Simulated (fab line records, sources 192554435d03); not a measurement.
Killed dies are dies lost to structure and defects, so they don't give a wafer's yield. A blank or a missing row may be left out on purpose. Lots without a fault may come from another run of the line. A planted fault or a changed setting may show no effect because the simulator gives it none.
fab line records | flow n5_finfet
record lots=24 wafers=72 last_day=17
route steps=1938 shown BEOL_M12@1636 BEOL_M13@1669
lots that met no fault: from a run of the same line without faults
start_h: hours from the record's first day to the start of the lot's first wafer shown | wait_h: hours since the lot's step before | " the same as in the row above | L1.1+2: a row that stands for several wafers | - no value, or no start given | * or withheld: withheld | < > ~ a bound
route shown NAME@n: a module of which the file shows steps, and the number in the route of the first | usual: mean/standard deviation of fault-free wafers | same: alike in all rows | chamber/n: place in a boat | sites: the reading at each site | _std_site: their standard deviation | _edge_site: outer sites' mean less inner sites' | radius_mm: how far each site lies from the wafer's centre | mask NAME#n: copy n | behind: the tool/chamber that last shaped the wafer | hold: why the lot was held/for how many hours/how that ended | device: the transistor (n, p or np) that didn't switch | end of line: the same wafers' tests at the end of the route | a step without rows: its recipe alone | killed: dies lost to structure and defects at the first sort, not the wafer's yield | map: a wafer's dies, x killed, . not, _ none there
set.NAME: the setting as run; set.NAME@STEP: as run at that earlier step | model.NAME: the simulator's own value behind a step, which no gauge read
steps of the route over a sample of lots; a table a step, a row a wafer
services: from which hour (start_h, from the record's first day; less than 0 if before it) a tool's chamber was out of use, for how many hours, and why
## steps
# step N5_BEOL_M12_ETCH_67
# recipe chemistry=CF4 target=SiARC target_depth_a=1430 time_s=238.3 ion_energy_ev=80 pressure_mtorr=40 source_w=545 bias_w=36 Ar_flow_sccm=100 cf4_flow_sccm=100 ends=cleared
# usual drypump_motor_current_A=5.7/0.32 etch_rf_on_time_s=237.7/2.7 oes_product_au=0.69/0.055 rf_fwd_power_W=543.2/1.7 rf_vpp_V=184.5/0.91 showerhead_plenum_p_Torr=2.17/0.047 throttle_valve_pct=15.46/0.23
# columns lot.wafer tool chamber start_h wait_h drypump_motor_current_A etch_rf_on_time_s oes_product_au rf_fwd_power_W rf_hours_counter_h rf_vpp_V showerhead_plenum_p_Torr throttle_valve_pct
L074.2 rie_diel-04 0 234.78 0.0 5.4 238.9 0.72 545.1 67 184.1 2.17 15.52
L074.3 " 3 " " 5.6 231.5 0.78 541.3 27 185.4 2.18 15.25
L074.4 " 2 " " 5.9 234.6 0.68 542.6 111 184.4 2.15 15.76
L075.1 rie_diel-06 2 247.23 0.0 5.6 237.4 0.64 546.3 179 182.2 2.05 15.67
L075.4 " 2 " " 5.6 237.4 0.63 543.9 - 183.4 2.05 15.70
L075.5 " 0 " " 5.9 238.0 0.61 545.5 - 185.1 2.13 15.51
L077.2 rie_diel-04 2 249.48 0.0 5.9 234.7 0.68 544.1 117 183.0 2.15 15.79
L077.3 " 3 " " 5.5 232.2 0.76 544.0 33 185.5 2.18 15.23
L077.4 " 1 " " 6.0 234.8 0.71 544.9 83 185.1 2.17 15.25
L079.1 rie_diel-05 1 249.59 0.0 5.7 237.6 0.61 544.8 166 184.5 2.22 15.51
L079.4 " 2 " " 5.8 236.0 0.74 543.3 51 184.4 2.17 15.07
L079.6 " 0 " " 5.1 235.1 0.73 542.5 - 185.3 2.26 15.56
L076.3 rie_diel-05 1 254.03 0.0 5.6 239.6 0.61 540.6 168 184.3 2.22 15.47
L076.5 " 3 " " 5.9 238.2 0.82 541.5 - 184.7 2.11 15.34
L076.6 " 0 " " 5.1 238.7 0.73 543.0 - 185.0 2.26 15.56
L078.1 rie_diel-04 1 255.07 0.0 6.0 233.2 0.71 542.8 85 184.5 2.17 15.27
L078.4 " 2 " " 5.9 233.9 0.67 544.1 118 184.3 2.15 15.78
L078.5 " 2 " " 5.9 232.8 0.67 543.8 - 185.6 2.15 15.78
L080.3 rie_diel-04 3 273.22 0.0 5.6 235.7 0.75 541.8 42 184.7 2.18 15.27
L080.4 " 2 " " 5.9 237.7 0.67 540.9 125 183.6 2.15 15.80
L080.5 " 1 " " 6.0 236.3 0.70 543.0 - 184.5 2.17 15.28
L082.1 rie_diel-05 3 279.31 0.0 5.9 236.2 0.79 543.5 14 185.4 2.10 15.35
L082.4 " 2 " " 5.8 237.5 0.72 544.7 62 184.9 2.17 15.11
L082.6 " 2 " " 5.8 235.1 0.72 542.6 - 184.7 2.17 15.10
L081.3 rie_diel-06 2 282.83 0.0 5.7 239.4 0.63 543.6 191 183.8 2.04 15.71
L081.5 " 0 " " 5.9 237.5 0.61 541.0 - 183.6 2.12 15.54
L081.6 " 3 " " 6.6 232.7 0.81 542.7 - 187.1 2.27 14.92
L083.1 rie_diel-04 2 287.57 0.0 5.9 237.9 0.66 543.3 130 183.6 2.15 15.80
L083.4 " 3 " " 5.6 237.0 0.73 540.5 47 185.1 2.17 15.29
L083.5 " 3 " " 5.6 235.5 0.74 539.3 - 184.7 2.17 15.26
L085.3 rie_diel-05 2 299.48 0.0 5.8 240.3 0.72 544.3 70 184.4 2.17 15.11
L085.5 " 0 " " 5.1 238.6 0.70 540.0 - 186.0 2.26 15.61
L085.6 " 1 " " 5.6 239.0 0.59 545.3 - 185.5 2.22 15.54
L086.1 rie_diel-05 3 307.09 0.0 5.9 239.3 0.77 541.5 24 183.2 2.10 15.37
L086.5 " 2 " " 5.8 235.8 0.72 539.4 - 183.8 2.16 15.12
L086.6 " 3 " " 5.9 238.6 0.77 543.0 - 185.0 2.10 15.38
L084.1 rie_diel-04 2 315.05 0.0 5.9 233.0 0.66 542.8 140 183.8 2.14 15.84
L084.2 " 1 " " 6.0 232.6 0.68 544.1 108 182.9 2.16 15.31
L084.6 " 3 " " 5.6 232.2 0.72 541.7 - 184.0 2.17 15.29
L088.2 rie_diel-04 1 315.61 0.0 6.0 239.1 0.67 543.5 109 184.8 2.16 15.30
L088.5 " 1 " " 6.0 239.5 0.67 543.9 - 185.0 2.16 15.32
L088.6 " 2 " " 5.9 238.1 0.65 543.9 - 183.7 2.14 15.82
L087.1 rie_diel-04 2 323.09 0.0 5.9 233.5 0.66 543.8 143 183.2 2.14 15.84
L087.2 " 1 " " 6.0 237.4 0.68 546.7 111 185.7 2.16 15.32
L087.3 " 0 " " 5.4 241.8 0.68 543.0 100 185.5 2.16 15.62
L089.1 rie_diel-06 1 324.30 0.0 6.4 242.4 0.69 542.4 111 185.9 2.24 15.59
L089.4 " 2 " " 5.7 240.2 0.61 545.2 200 182.1 2.04 15.74
L089.6 " 0 " " 5.9 240.5 0.59 543.5 - 183.5 2.12 15.55
L091.1 rie_diel-05 1 332.82 0.0 5.7 243.2 0.58 542.3 199 185.0 2.21 15.56
L091.2 " 0 " " 5.1 240.8 0.70 543.2 76 185.3 2.25 15.64
L091.3 " 3 " " 5.9 240.3 0.75 544.7 34 183.8 2.10 15.41
L090.2 rie_diel-05 0 335.17 0.0 5.1 238.4 0.69 543.9 77 186.4 2.25 15.62
L090.3 " 3 " " 5.9 240.8 0.75 544.9 35 182.7 2.10 15.39
L090.6 " 1 " " 5.7 239.9 0.59 545.5 - 183.3 2.21 15.56
L093.1 rie_diel-04 2 343.47 0.0 5.9 237.3 0.64 544.9 149 184.2 2.14 15.84
L093.5 " 1 " " 6.0 238.1 0.68 542.3 - 183.0 2.16 15.33
L093.6 " 0 " " 5.4 241.0 0.67 541.2 - 184.9 2.16 15.59
L092.2 rie_diel-04 3 351.67 0.0 5.6 234.7 0.71 541.3 69 184.8 2.17 15.32
L092.4 " 1 " " 6.0 235.2 0.68 544.0 121 184.0 2.16 15.35
L092.5 " 0 " " 5.4 239.2 0.68 543.0 - 184.1 2.16 15.61
L094.1 rie_diel-05 2 361.73 0.0 5.8 241.1 0.68 545.7 96 184.3 2.16 15.16
L094.3 " 1 " " 5.6 239.5 0.58 541.0 212 184.8 2.21 15.58
L094.4 " 2 " " 5.8 240.5 0.68 544.7 - 184.6 2.16 15.17
L095.2 rie_diel-04 1 364.92 0.0 6.0 240.5 0.66 544.2 127 184.8 2.16 15.35
L095.4 " 1 " " 6.0 239.5 0.66 545.4 - 183.8 2.16 15.34
L095.5 " 2 " " 5.9 240.7 0.63 544.7 - 184.9 2.14 15.87
L096.1 rie_diel-04 3 372.37 0.0 5.6 236.6 0.70 540.9 78 183.6 2.16 15.35
L096.3 " 1 " " 6.0 241.9 0.66 545.9 130 184.7 2.15 15.35
L096.6 " 1 " " 6.0 238.7 0.66 548.5 - 184.4 2.15 15.35
L097.3 rie_diel-04 2 377.20 0.0 5.9 238.5 0.63 544.4 164 184.6 2.14 15.87
L097.4 " 3 " " 5.6 235.8 0.70 541.9 - 183.9 2.16 15.34
L097.6 " 1 " " 6.0 236.6 0.66 545.8 - 183.5 2.15 15.36
# step N5_BEOL_M12_SPUTTER_43
# recipe material=TaN target_thk_a=150 temp_c=50 bias_v=168.6 power_w=15000 chamber_pressure_pa=0.12 time_s=24.19
# usual cathode_dc_power_W=15000/2.7 chamber_pressure_pa=0.12/0.00026 throttle_valve_pct=30.2/0.9
# columns lot.wafer tool chamber start_h wait_h cathode_dc_power_W chamber_pressure_pa throttle_valve_pct
L074.2 pvd_sputter-03 - 238.93 0.0 14998 0.12072 31.1
L074.3 " - " " 15004 0.12029 30.7
L074.4 " - " " 15000 0.12002 28.5
L075.1 pvd_sputter-02 - 248.74 0.0 14999 0.12018 30.1
L075.4 " - " " 15001 0.11997 31.4
L075.5 " - " " 15001 0.1196 29.7
L077.2 pvd_sputter-02 - 251.14 0.0 14998 0.12011 31.5
L077.3 " - " " 15000 0.12029 29.5
L077.4 " - " " 14998 0.11969 30.0
L079.1 pvd_sputter-03 - 251.57 0.0 15000 0.12 30.5
L079.4 " - " " 15000 0.11987 30.3
L079.6 " - " " 15002 0.11994 28.7
L076.3 pvd_sputter-01 - 257.37 0.0 15001 0.11985 31.4
L076.5 " - " " 15000 0.11988 28.8
L076.6 " - " " 15001 0.12046 30.2
L078.1 pvd_sputter-03 - 259.83 0.0 15003 0.12016 31.2
L078.4 " - " " 15002 0.12004 30.4
L078.5 " - " " 14999 0.11963 30.7
L080.3 pvd_sputter-03 - 275.93 0.0 14998 0.11992 28.5
L080.4 " - " " 15001 0.11996 31.0
L080.5 " - " " 14998 0.12014 30.5
L082.1 pvd_sputter-03 - 280.29 0.0 14999 0.12037 30.4
L082.4 " - " " 15003 0.11985 28.3
L082.6 " - " " 15000 0.11962 30.4
L081.3 pvd_sputter-01 - 284.06 0.0 15005 0.12031 29.1
L081.5 " - " " 15002 0.1199 31.0
L081.6 " - " " 15000 0.11993 29.8
L083.1 pvd_sputter-02 - 289.04 0.0 14997 0.12013 29.4
L083.4 " - " " 15003 0.1209 29.9
L083.5 " - " " 15000 0.12021 29.7
L085.3 pvd_sputter-02 - 301.92 0.0 14994 0.11971 29.7
L085.5 " - " " 15000 0.12021 30.2
L085.6 " - " " 14997 0.12014 29.5
L086.1 pvd_sputter-01 - 309.18 0.0 15002 0.11983 29.3
L086.5 " - " " 15005 0.12002 30.2
L086.6 " - " " 15001 0.12029 29.0
L084.1 pvd_sputter-03 - 317.98 0.0 15004 0.12004 30.4
L084.2 " - " " 15001 0.11988 30.0
L084.6 " - " " 14994 0.11996 28.4
L088.2 pvd_sputter-01 - 318.25 0.0 15000 0.12013 30.9
L088.5 " - " " 15001 0.11968 28.9
L088.6 " - " " 14999 0.12015 31.9
L087.1 pvd_sputter-01 - 327.87 0.0 14999 0.12013 31.7
L087.2 " - " " 15002 0.1197 29.0
L087.3 " - " " 15001 0.11988 31.1
L089.1 pvd_sputter-02 - 332.55 0.0 15000 0.11987 29.1
L089.4 " - " " 14997 0.12023 29.3
L089.6 " - " " 15000 0.12015 29.7
L091.1 pvd_sputter-03 - 337.31 0.0 15000 0.11995 30.2
L091.2 " - " " 15000 0.11978 28.5
L091.3 " - " " 15002 0.11946 31.0
L090.2 pvd_sputter-02 - 337.49 0.0 14994 0.11962 31.6
L090.3 " - " " 15002 0.11988 29.5
L090.6 " - " " 14998 0.12017 30.2
L093.1 pvd_sputter-02 - 344.66 0.0 14999 0.12019 30.5
L093.5 " - " " 14998 0.12043 30.0
L093.6 " - " " 15003 0.11998 29.9
L092.2 pvd_sputter-01 - 352.85 0.0 15004 0.12004 30.3
L092.4 " - " " 15003 0.11976 30.8
L092.5 " - " " 15000 0.11959 30.9
L094.1 pvd_sputter-02 - 366.01 0.0 14998 0.11989 29.4
L094.3 " - " " 15000 0.11989 29.7
L094.4 " - " " 14998 0.12031 31.2
L095.2 pvd_sputter-01 - 366.53 0.0 15002 0.11985 30.9
L095.4 " - " " 14999 0.11978 31.7
L095.5 " - " " 14994 0.11964 31.7
L096.1 pvd_sputter-02 - 375.53 0.0 15004 0.12007 31.1
L096.3 " - " " 15000 0.11973 30.3
L096.6 " - " " 14996 0.11986 29.7
L097.3 pvd_sputter-02 - 380.05 0.0 15002 0.12031 29.7
L097.4 " - " " 15002 0.11995 31.5
L097.6 " - " " 14997 0.11994 29.7
# step N5_BEOL_M13_CD_MEAS_10
# recipe target_cd_nm=190 landing_energy_ev=500 detector=se_inlens polarity=opening
# usual cd_nm=190.0/1.1
# columns lot.wafer tool chamber start_h wait_h cd_nm
L074.2 cd_sem-02 0 240.73 - 187.8
L074.3 " 0 " " 188.8
L074.4 " 0 " " 187.8
L075.1 cd_sem-01 0 250.55 - 188.3
L075.4 " 0 " " 189.9
L075.5 " 0 " " 188.9
L077.2 cd_sem-03 0 252.94 - 189.9
L077.3 " 0 " " 190.5
L077.4 " 0 " " 190.2
L079.1 cd_sem-03 0 253.41 - 189.8
L079.4 " 0 " " 189.8
L079.6 " 0 " " 190.2
L076.3 cd_sem-02 0 259.34 - 190.1
L076.5 " 0 " " 189.8
L076.6 " 0 " " 190.2
L078.1 cd_sem-03 0 261.50 - 190.9
L078.4 " 0 " " 190.7
L078.5 " 0 " " 188.5
L080.3 cd_sem-02 0 277.59 - 190.2
L080.4 " 0 " " 190.9
L080.5 " 0 " " 189.9
L082.1 cd_sem-03 0 282.13 - 188.8
L082.4 " 0 " " 190.0
L082.6 " 0 " " 189.9
L081.3 cd_sem-01 0 285.72 - 190.0
L081.5 " 0 " " 189.9
L081.6 " 0 " " 189.9
L083.1 cd_sem-03 0 291.02 - 190.8
L083.4 " 0 " " 191.8
L083.5 " 0 " " 191.2
L085.3 cd_sem-03 0 303.71 - 189.4
L085.5 " 0 " " 189.6
L085.6 " 0 " " 188.4
L086.1 cd_sem-02 0 310.84 - 189.1
L086.5 " 0 " " 188.3
L086.6 " 0 " " 188.3
L084.1 cd_sem-03 0 320.09 - 189.3
L084.2 " 0 " " 190.3
L084.6 " 0 " " 190.0
L088.2 cd_sem-02 0 320.33 - 189.5
L088.5 " 0 " " 190.3
L088.6 " 0 " " 188.2
L087.1 cd_sem-03 0 329.53 - 190.8
L087.2 " 0 " " 189.8
L087.3 " 0 " " 187.9
L089.1 cd_sem-01 0 335.30 - 191.0
L089.4 " 0 " " 189.8
L089.6 " 0 " " 189.6
L091.1 cd_sem-02 0 339.10 - 190.5
L091.2 " 0 " " 190.4
L091.3 " 0 " " 188.7
L090.2 cd_sem-01 0 339.27 - 189.5
L090.3 " 0 " " 191.0
L090.6 " 0 " " 191.2
L093.1 cd_sem-03 0 347.11 - 189.9
L093.5 " 0 " " 189.9
L093.6 " 0 " " 190.4
L092.2 cd_sem-02 0 355.24 - 190.5
L092.4 " 0 " " 189.4
L092.5 " 0 " " 190.8
L094.1 cd_sem-03 0 367.67 - 191.8
L094.3 " 0 " " 191.0
L094.4 " 0 " " 191.2
L095.2 cd_sem-03 0 368.38 - 191.0
L095.4 " 0 " " 192.2
L095.5 " 0 " " 191.5
L096.1 cd_sem-01 0 377.37 - 193.2
L096.3 " 0 " " 193.0
L096.6 " 0 " " 192.7
L097.3 cd_sem-03 0 382.19 - 189.7
L097.4 " 0 " " 189.0
L097.6 " 0 " " 188.9
# step N5_BEOL_M13_OVL_MEAS_11
# recipe points_per_wafer=44
# usual V12_OVL=-3/6
# columns lot.wafer tool chamber start_h wait_h V12_OVL[nm]
L074.2 overlay-02 0 240.76 0.0 -2
L074.3 " 0 " " -3
L074.4 " 0 " " -6
L075.1 overlay-02 0 250.58 0.0 -7
L075.4 " 0 " " 0
L075.5 " 0 " " -9
L077.2 overlay-01 0 252.97 0.0 -4
L077.3 " 0 " " -3
L077.4 " 0 " " 3
L079.1 overlay-01 0 253.44 0.0 -7
L079.4 " 0 " " -7
L079.6 " 0 " " -9
L076.3 overlay-02 0 259.37 0.0 5
L076.5 " 0 " " 4
L076.6 " 0 " " -9
L078.1 overlay-02 0 261.53 0.0 -3
L078.4 " 0 " " -2
L078.5 " 0 " " -4
L080.3 overlay-02 0 277.62 0.0 7
L080.4 " 0 " " 5
L080.5 " 0 " " -7
L082.1 overlay-01 0 282.16 0.0 -4
L082.4 " 0 " " -3
L082.6 " 0 " " -7
L081.3 overlay-01 0 285.74 0.0 -1
L081.5 " 0 " " -1
L081.6 " 0 " " -4
L083.1 overlay-02 0 291.05 0.0 -3
L083.4 " 0 " " -6
L083.5 " 0 " " 0
L085.3 overlay-02 0 303.73 0.0 5
L085.5 " 0 " " -2
L085.6 " 0 " " 1
L086.1 overlay-01 0 310.87 0.0 -1
L086.5 " 0 " " 1
L086.6 " 0 " " 2
L084.1 overlay-02 0 320.12 0.0 -9
L084.2 " 0 " " -10
L084.6 " 0 " " -2
L088.2 overlay-02 0 320.36 0.0 8
L088.5 " 0 " " -6
L088.6 " 0 " " -4
L087.1 overlay-02 0 329.56 0.0 -8
L087.2 " 0 " " 5
L087.3 " 0 " " -5
L089.1 overlay-02 0 335.33 0.0 0
L089.4 " 0 " " 6
L089.6 " 0 " " -6
L091.1 overlay-02 0 339.13 0.0 -6
L091.2 " 0 " " -9
L091.3 " 0 " " -2
L090.2 overlay-02 0 339.30 0.0 -6
L090.3 " 0 " " -8
L090.6 " 0 " " 1
L093.1 overlay-01 0 347.14 0.0 -7
L093.5 " 0 " " -2
L093.6 " 0 " " 1
L092.2 overlay-01 0 355.27 0.0 -9
L092.4 " 0 " " -13
L092.5 " 0 " " -13
L094.1 overlay-02 0 367.70 0.0 -2
L094.3 " 0 " " -15
L094.4 " 0 " " -5
L095.2 overlay-02 0 368.41 0.0 -14
L095.4 " 0 " " -15
L095.5 " 0 " " -2
L096.1 overlay-01 0 377.40 0.0 -4
L096.3 " 0 " " -6
L096.6 " 0 " " 7
L097.3 overlay-01 0 382.22 0.0 -7
L097.4 " 0 " " 0
L097.6 " 0 " " 2
# step N5_BEOL_M13_PRE_CLEAN_42
# recipe gas=H2/He time_s=30 temp_c=250
# usual heater_power_w=339/35
# columns lot.wafer tool chamber start_h wait_h heater_power_w
L074.2 pvd_sputter-02 - 245.54 0.0 282
L074.3 " - " " 298
L074.4 " - " " 366
L075.1 pvd_sputter-03 - 257.07 0.0 321
L075.4 " - " " 391
L075.5 " - " " 316
L077.2 pvd_sputter-03 - 257.63 0.0 359
L077.3 " - " " 387
L077.4 " - " " 327
L079.1 pvd_sputter-03 - 261.07 0.0 389
L079.4 " - " " 315
L079.6 " - " " 319
L076.3 pvd_sputter-02 - 261.89 0.0 365
L076.5 " - " " 329
L076.6 " - " " 360
L078.1 pvd_sputter-03 - 264.77 0.0 385
L078.4 " - " " 311
L078.5 " - " " 352
L080.3 pvd_sputter-02 - 279.59 0.0 287
L080.4 " - " " 329
L080.5 " - " " 332
L082.1 pvd_sputter-01 - 285.22 0.0 370
L082.4 " - " " 328
L082.6 " - " " 370
L081.3 pvd_sputter-01 - 288.66 0.0 391
L081.5 " - " " 373
L081.6 " - " " 298
L083.1 pvd_sputter-02 - 294.00 0.0 280
L083.4 " - " " 318
L083.5 " - " " 288
L085.3 pvd_sputter-03 - 307.74 0.0 316
L085.5 " - " " 314
L085.6 " - " " 317
L086.1 pvd_sputter-01 - 313.08 0.0 331
L086.5 " - " " 367
L086.6 " - " " 386
L084.1 pvd_sputter-03 - 326.65 0.0 320
L084.2 " - " " 320
L084.6 " - " " 323
L088.2 pvd_sputter-02 - 326.99 0.0 286
L088.5 " - " " 285
L088.6 " - " " 374
L087.1 pvd_sputter-02 - 332.19 0.0 334
L087.2 " - " " 367
L087.3 " - " " 284
L089.1 pvd_sputter-03 - 337.71 0.0 346
L089.4 " - " " 318
L089.6 " - " " 312
L091.1 pvd_sputter-01 - 343.64 0.0 327
L091.2 " - " " 306
L091.3 " - " " 394
L090.2 pvd_sputter-03 - 343.98 0.0 316
L090.3 " - " " 389
L090.6 " - " " 386
L093.1 pvd_sputter-02 - 350.14 0.0 296
L093.5 " - " " 326
L093.6 " - " " 301
L092.2 pvd_sputter-03 - 358.14 0.0 394
L092.4 " - " " 355
L092.5 " - " " 386
L094.1 pvd_sputter-02 - 371.25 0.0 321
L094.3 " - " " 368
L094.4 " - " " 289
L095.2 pvd_sputter-02 - 371.75 0.0 289
L095.4 " - " " 326
L095.5 " - " " 369
L096.1 pvd_sputter-01 - 379.79 0.0 398
L096.3 " - " " 306
L096.6 " - " " 367
L097.3 pvd_sputter-03 - 386.50 0.0 319
L097.4 " - " " 319
L097.6 " - " " 365
# step N5_BEOL_M13_ANNEAL_48
# recipe temp_c=225 time_s=90 ambient=N2
# usual wafer_temp_C_max=226.2/0.51
# columns lot.wafer tool chamber start_h wait_h wafer_temp_C_max
L074.2 rtp_anneal-01 0 246.07 0.2 225.6
L074.3 " 0 " " 225.8
L074.4 " 0 " " 225.8
L075.1 rtp_anneal-02 0 257.89 0.5 226.0
L075.4 " 0 " " 226.4
L075.5 " 0 " " 226.5
L077.2 rtp_anneal-02 0 258.21 0.2 227.0
L077.3 " 0 " " 226.6
L077.4 " 0 " " 226.3
L079.1 rtp_anneal-01 0 261.55 0.1 225.5
L079.4 " 0 " " 225.6
L079.6 " 0 " " 225.6
L076.3 rtp_anneal-02 0 262.46 0.2 226.6
L076.5 " 0 " " 227.0
L076.6 " 0 " " 226.6
L078.1 rtp_anneal-02 0 265.25 0.1 226.5
L078.4 " 0 " " 226.7
L078.5 " 0 " " 226.2
L080.3 rtp_anneal-02 0 280.38 0.4 226.9
L080.4 " 0 " " 227.5
L080.5 " 0 " " 227.2
L082.1 rtp_anneal-01 0 285.87 0.3 225.9
L082.4 " 0 " " 225.9
L082.6 " 0 " " 225.5
L081.3 rtp_anneal-02 0 289.25 0.2 227.1
L081.5 " 0 " " 226.8
L081.6 " 0 " " 226.5
L083.1 rtp_anneal-02 0 294.48 0.1 226.6
L083.4 " 0 " " 226.4
L083.5 " 0 " " 226.4
L085.3 rtp_anneal-02 0 308.31 0.2 226.3
L085.5 " 0 " " 226.4
L085.6 " 0 " " 226.2
L086.1 rtp_anneal-01 0 313.64 0.2 225.9
L086.5 " 0 " " 226.0
L086.6 " 0 " " 225.8
L084.1 rtp_anneal-02 0 327.16 0.1 226.8
L084.2 " 0 " " 226.3
L084.6 " 0 " " 226.7
L088.2 rtp_anneal-01 0 327.52 0.2 225.8
L088.5 " 0 " " 225.7
L088.6 " 0 " " 225.6
L087.1 rtp_anneal-02 0 333.37 0.8 226.8
L087.2 " 0 " " 226.4
L087.3 " 0 " " 226.6
L089.1 rtp_anneal-02 0 338.54 0.5 226.8
L089.4 " 0 " " 226.6
L089.6 " 0 " " 226.3
L091.1 rtp_anneal-02 0 344.15 0.1 227.0
L091.2 " 0 " " 226.5
L091.3 " 0 " " 226.3
L090.2 rtp_anneal-01 0 344.87 0.5 225.4
L090.3 " 0 " " 225.8
L090.6 " 0 " " 225.7
L093.1 rtp_anneal-01 0 351.90 1.4 226.0
L093.5 " 0 " " 225.9
L093.6 " 0 " " 225.6
L092.2 rtp_anneal-01 0 358.67 0.2 225.6
L092.4 " 0 " " 225.6
L092.5 " 0 " " 225.7
L094.1 rtp_anneal-02 0 372.42 0.8 226.2
L094.3 " 0 " " 226.4
L094.4 " 0 " " 226.4
L095.2 rtp_anneal-01 0 372.48 0.4 225.5
L095.4 " 0 " " 225.9
L095.5 " 0 " " 225.6
L096.1 rtp_anneal-02 0 380.27 0.1 226.8
L096.3 " 0 " " 226.9
L096.6 " 0 " " 226.5
L097.3 rtp_anneal-01 0 387.25 0.3 225.7
L097.4 " 0 " " 225.4
L097.6 " 0 " " 225.6
## services
# columns tool chamber start_h hours kind
rie_diel-06 3 228.27 - clean
rie_diel-06 3 228.27 - consumable_replace:focus_ring
rie_diel-06 3 228.27 - consumable_replace:showerhead
rie_diel-06 3 228.27 22.3 scheduled_down
rie_diel-06 3 228.27 22.3 vent_cycle
pvd_sputter-01 - 300.26 1.2 repair
rie_diel-04 0 314.36 2.7 repair
pvd_sputter-01 - 330.77 4.0 repair
rie_diel-05 0 344.58 14.1 repair
rtp_anneal-02 - 349.48 4.0 pm
rie_diel-04 - 351.06 0.5 repair
rie_diel-04 0 359.64 29.0 repair
rie_diel-05 3 360.97 47.8 repair
rie_diel-05 - 365.03 0.5 repair
rie_diel-06 - 376.19 2.8 pm
## key
fault none
